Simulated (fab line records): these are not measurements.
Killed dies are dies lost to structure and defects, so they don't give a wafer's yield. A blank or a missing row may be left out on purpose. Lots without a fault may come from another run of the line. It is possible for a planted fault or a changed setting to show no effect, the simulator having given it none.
Matching of chambers | flow n5 finfet | N5_SDB_ALD_29 on ald sin-02: 4 sister chambers
The step deposits SiNx, target thk 30 nm, pulse time 1 s, ald cycles 600. 4 wafers are shown with their chamber, then 7 later ones without.

WAFERS, EACH WITH ITS CHAMBER
wafer  | chamber | heater power w (W)
L089.3 | 1       | 734
L089.5 | 2       | 912
L091.2 | 0       | 837
L091.3 | 3       | 977

WAFERS WHOSE CHAMBER IS MISSING
wafer  | heater power w (W)
L091.4 | 727
L092.2 | 908
L092.5 | 845
L092.6 | 739
L096.3 | 948
L096.4 | 939
L096.5 | 927

WHICH CHAMBER EACH ONE RAN IN
wafer  | from the rows above     | in truth
L091.4 | 1                       | 1
L092.2 | 2                       | 2
L092.5 | 0                       | 0
L092.6 | 1                       | 1
L096.3 | can't be placed: 3 or 2 | 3
L096.4 | can't be placed: 2 or 3 | 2
L096.5 | 2                       | 2
Placed correctly: 5 of 7. From these rows, 2 cannot be placed; in 2 the true chamber is one of the candidates. Number placed wrongly: 0.
How it was worked out, from the rows above alone: a wafer's distance from a chamber is the root of the sum, over the readings, of the square of ((its reading less the chamber's mean) divided by the reading's scatter). If the next closest chamber is less than 2 further off than the closest, the wafer can't be placed; otherwise it belongs to the closest. For every chamber, the mean is computed from those of its wafers that are shown. The scatter: with one shown wafer a chamber, the root of the mean of the squares of how far each hidden wafer lies from its nearest shown one.
